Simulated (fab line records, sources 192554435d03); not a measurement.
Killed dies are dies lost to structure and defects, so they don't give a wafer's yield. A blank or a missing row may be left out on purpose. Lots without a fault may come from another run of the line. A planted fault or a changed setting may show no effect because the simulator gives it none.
Problem report in the 8D (eight disciplines) form, filled by code | flow n5_finfet | the parts of the form that need people (team, actions taken, sign-off) are left out

1. THE PROBLEM
M1_ILD_THK at N5_BEOL_M1_THK_MEAS_01 reads a mean of 39.4 nm on 2 wafers of 2 lots; wafers without a fault read 79.1 nm with a standard deviation of 1.3. That is -31 standard deviations from the usual mean.
First seen on wafer L138.3, day 10 10:03, on film_metro-01. The record holds 26 wafers of 9 lots with a number at this step. Rule for "out", or "out of limits": more than 4 standard deviations from the usual mean. The other wafers with a number count as sound.

2. WHAT IT IS AND WHAT IT IS NOT
question                    | is                           | is not
which readings at this step | M1_ILD_THK                   | -
which lots                  | L138, L140                   | L120, L122, L125, L126, L128, L142, L143
which wafers of those lots  | L138.3, L140.6               | L138.1, L138.5, L140.4, L140.5
read on which gauges        | film_metro-01, film_metro-02 | -
when                        | from day 10 10:03            | up to then (16 sound wafers); but 8 sound wafers of L140, L142, L143 came after

3. SUSPECTS, AND WHAT RULES EACH OUT
Counting: a tool at a process step up to the reading stays a suspect if it ran every lot that is out. Sound lots after the first of them don't rule it out here, since some wafers of a struck lot are sound.
- the gauge at N5_BEOL_M1_THK_MEAS_01: ruled out. The wafers that are out were read on 2 gauges (film_metro-01, film_metro-02).
- pecvd-03 at N5_BEOL_M1_ILD_DEP_00 (deposits SiOC from DEMS/O2, target thk 79 nm, time 15.3 s): kept. It ran every lot that is out, first L138 (day 10 09:59); its last sound lot up to then is L125 (day 7 04:59).
- Within pecvd-03 at N5_BEOL_M1_ILD_DEP_00: the wafers that are out ran in chamber 1; their sound lot-mates ran in chambers 0, 2.
Left after counting: pecvd-03 at N5_BEOL_M1_ILD_DEP_00.

4. THE CAUSE (what the simulator had put in)
Process parameter drift: pecvd-03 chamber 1, from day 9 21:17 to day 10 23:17, at N5_BEOL_M1_ILD_DEP_00. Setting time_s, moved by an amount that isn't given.
Counting left only this tool.

5. THE CHAIN OF EFFECTS, in route order
Each row: a reading whose mean over the struck wafers that have a number lies more than 3 standard deviations from the usual. Only readings for which the record gives a usual standard deviation are gone through. hours: the time from each lot's start at the first step in this table that gives one to its start at this step, as a median over the lots. sigmas: the change in usual standard deviations.
hours | step                    | reading              | usual   | on struck wafers | change | sigmas
0     | N5_BEOL_M1_THK_MEAS_01  | M1_ILD_THK           | 79.1 nm | 39.4             | -39.7  | -31
218   | N5_PASSIVATION_PROBE_49 | defect_limited_yield | 91.2 %  | 0.0              | -91.2  | -61
218   | N5_PASSIVATION_PROBE_49 | killed_at_M0_to_M3   | 36      | 1118             | +1082  | +99 or more
218   | N5_PASSIVATION_PROBE_49 | killed_dies          | 104     | 1180             | +1076  | +60
218   | N5_PASSIVATION_PROBE_49 | killed_on_rim        | 14      | 152              | +138   | +34
218   | N5_PASSIVATION_PROBE_49 | sort_n_pass          | 1076    | 0                | -1076  | -60
218   | N5_PASSIVATION_PROBE_49 | sort_yield_pct       | 91.2 %  | 0.0              | -91.2  | -61
The process steps in it:
- N5_PASSIVATION_PROBE_49

6. WHAT WOULD HAVE CAUGHT IT SOONER
In this record the first reading out of limits at a measuring or inspecting step was taken at day 10 10:03, 13 hours after the fault began at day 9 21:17.
Of the tool readings at N5_BEOL_M1_ILD_DEP_00 for which the record gives a usual standard deviation, none was out on any struck wafer, so an alarm limit of 4 standard deviations on them would not have fired.
Of the lots that are out (2), L140 began N5_BEOL_M1_ILD_DEP_00 on pecvd-03 after day 10 10:03. A hold on the tool at that time would have spared it.
